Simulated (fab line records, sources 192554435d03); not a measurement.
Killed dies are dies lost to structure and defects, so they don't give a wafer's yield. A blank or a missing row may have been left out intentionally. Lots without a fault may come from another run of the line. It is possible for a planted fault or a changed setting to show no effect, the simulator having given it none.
A struck lot beside a sound one | flow n5 finfet | 40 steps out of a route of 1938
Sound: the wafers L199.2, L199.3, L199.6. Struck: wafer L205.5 (left out: L205.2, a lot-mate that was not struck); the cause follows at the end.
Each step with rows lists, per side, the tool, then ch with its chambers, then its first start. Under that, the readings that differ: sound wafers | struck wafers | difference of the means | sigmas: that difference in standard deviations of wafers without a fault.
alike: words and numbers the same on both sides, and readings whose means are apart by under 2 such deviations; not compared: readings that were withheld, readings missing a value for some wafer, numbers with overlapping values and no deviation given by the record, and bounds like >300 which may hide the same value.
The two part at a step that has a row with sigmas, a row that says differs or no value, or rows on one side only. Numbers that don't overlap but have no deviation are shown without sigmas and don't part them. Lack of a reading on every wafer of one side parts them only where that side has two or more wafers.

first, 12 steps without rows for these wafers: N5_HKMG_FIN_DESCUM_53 (chemistry O2, time 7.9 s); N5_HKMG_FIN_ETCH_54 (etches SiARC in CF4, target depth 45.5 nm, time 75.8 s); N5_HKMG_FIN_ETCH_55 (etches SOC in N2/H2, target depth 240 nm, time 300 s); N5_HKMG_FIN_STRIP_56 (strips in N2/H2); N5_HKMG_FIN_STRIP_57 (strips in CF4); N5_HKMG_FIN_ETCH_58 (etches SOC in N2/H2, target depth 215.8 nm, time 741 s); N5_HKMG_FIN_STRIP_93 (strips SOC in N2/H2, time 20 s); N5_HKMG_FIN_WET_ETCH_76 (etches Al2O3 in dNH4OH, stops on La2O3, target depth 2.25 nm, rinse time 30 s); N5_HKMG_FIN_STRIP_60 (strips in N2/H2, time 360 s); N5_HKMG_FIN_WET_ETCH_77 (etches La2O3 in dHCl, stops on HfO2, target depth 2 nm); N5_HKMG_FIN_WET_ETCH_78 (etches Al2O3 in dNH4OH, stops on La2O3, target depth 4.5 nm, rinse time 30 s); N5_HKMG_FIN_ALD_79 (deposits TiN, target thk 1.5 nm, pulse time 1 s, purge time 3 s).
N5_HKMG_FIN_CVD_62: deposits a-Si from Si2H6, target thk 3 nm, time 20.8 s.
  sound on thermal cvd si-02 ch 1,2, day 6 15:05; struck on thermal cvd si-02 ch 1, day 8 02:18
  reading                                   | sound | struck | difference | sigmas
  model.a-Si_of_HKMG_FIN_CVD_62.thk nm (nm) | 3 3 3 | 5      | +2         |
  alike: heater power w
then, 25 steps without rows for these wafers: N5_HKMG_FIN_RTA_80 (time 2 s); N5_HKMG_FIN_PRECLEAN_64 (cleans in dHF, time 30 s); N5_HKMG_FIN_WET_ETCH_65 (etches a-Si in TMAH, stops on TiN, time 49 s, target depth 3 nm); N5_HKMG_FIN_WET_ETCH_81 (etches TiN in SC1, stops on HfO2, time 57 s, target depth 6 nm); N5_HKMG_FIN_WET_ETCH_82 (etches La2O3 in dHCl, stops on HfO2, target depth 2 nm, rinse time 30 s); N5_HKMG_FIN_ALD_36 (deposits TiN, target thk 1 nm, pulse time 1 s, purge time 3 s); N5_HKMG_FIN_PWFM_ALD_03 (deposits TiN, target thk 2 nm, pulse time 1 s, purge time 3 s); N5_HKMG_FIN_COAT_29 (time 60 s, resist thk 300 nm); N5_HKMG_FIN_COAT_30 (time 60 s, resist thk 35 nm); N5_HKMG_FIN_COAT_06 (resist thk 90 nm); N5_HKMG_FIN_EBR_08; N5_HKMG_FIN_SOFTBAKE_07 (time 60 s); N5_HKMG_FIN_EXPOSE_09 (exposes mask NWFM); N5_HKMG_FIN_PEB_10 (peb time 60 s); N5_HKMG_FIN_DEVELOP_11 (develop time 30 s); N5_HKMG_FIN_DESCUM_17 (chemistry O2, time 7.9 s); N5_HKMG_FIN_ETCH_31 (etches SiARC in CF4, target depth 45.5 nm, time 75.8 s); N5_HKMG_FIN_ETCH_32 (etches SOC in N2/H2, target depth 240 nm, time 300 s); N5_HKMG_FIN_STRIP_33 (strips in N2/H2); N5_HKMG_FIN_STRIP_34 (strips in CF4); N5_HKMG_FIN_ETCH_35 (etches SOC in N2/H2, target depth 215.8 nm, time 243.4 s); N5_HKMG_FIN_STRIP_92 (strips SOC in N2/H2, time 20 s); N5_HKMG_FIN_WET_ETCH_18 (etches TiN in SC1, time 55 s, target depth 5.2 nm, rinse time 30 s); N5_HKMG_FIN_STRIP_19 (strips in N2/H2, time 360 s); N5_HKMG_FIN_ALD_91 (deposits TiN, target thk 1 nm, pulse time 1 s, purge time 3 s).
-- here the record skips 7 days between the struck wafers' starts before and after, leaving off in module HKMG_FIN and picking up in module BEOL_M4 (first step shown: number 1111 of the route) --
N5_BEOL_M4_RC_MEAS_101:
  sound on prober-01 ch 0, day 13 16:00; struck on prober-01 ch 0, day 14 17:35
  reading             | sound                      | struck   | difference | sigmas
  EOT_P               | 10.52 10.46 10.30          | 11.06    | +0.63      | +6
  IGATE_P (nA/um)     | 0.0036 0.0040 0.0044       | 0.0005   | -0.0035    | -5
  IOFF_N (nA/um)      | 0.14 0.17 0.15             | 0.00     | -0.15      | -3
  IOFF_N_85C (nA/um)  | 2.8 3.3 3.0                | 0.0      | -3.0       | -4
  IOFF_N_LIN (nA/um)  | 0.072 0.086 0.074          | 0.000    | -0.077     | -5
  IOFF_N_LONG (nA/um) | 6.34e-05 6.29e-05 6.27e-05 | 2.65e-05 | -3.65e-05  | -15
  IOFF_P (nA/um)      | 0.21 0.24 0.22             | 3.05     | +2.83      | +58
  IOFF_P_85C (nA/um)  | 3.6 4.0 3.7                | 33.6     | +29.8      | +43
  IOFF_P_LIN (nA/um)  | 0.104 0.117 0.109          | 1.448    | +1.338     | +84
  IOFF_P_LONG (nA/um) | 0.000123 0.00012 0.000122  | 0.000546 | +0.000424  | +48
  ION_N (uA/um)       | 671 689 670                | 303      | -374       | -27
  ION_P (uA/um)       | 462 477 463                | 562      | +95        | +11
  VT_N (mV)           | 249 244 250                | 424      | +176       | +46
  VT_N_LONG (mV)      | 270.2 271.1 270.8          | 452.5    | +181.8     | +91
  VT_N_LVT (mV)       | 98 94 97                   | 274      | +178       | +47
  VT_P (mV)           | -247 -246 -248             | -177     | +70        | +21
  VT_P_LONG (mV)      | -273 -268 -270             | -222     | +48        | +16
  VT_P_LVT (mV)       | -97 -94 -95                | -25      | +70        | +23
  alike: DIBL_N, DIBL_P, SS_N, SS_P
-- here the record skips 5 days between the struck wafers' starts before and after, leaving off in module BEOL_M4 and picking up in module PASSIVATION (first step shown: number 1936 of the route) --
N5_PASSIVATION_PROBE_49:
  only the struck wafers here have rows in the record (prober-01, day 19 15:57); the sound ones have none

WHERE THEY PART
Earliest at N5_BEOL_M4_RC_MEAS_101; latest, in this record, at N5_PASSIVATION_PROBE_49.

WHY: the cause the simulator had injected
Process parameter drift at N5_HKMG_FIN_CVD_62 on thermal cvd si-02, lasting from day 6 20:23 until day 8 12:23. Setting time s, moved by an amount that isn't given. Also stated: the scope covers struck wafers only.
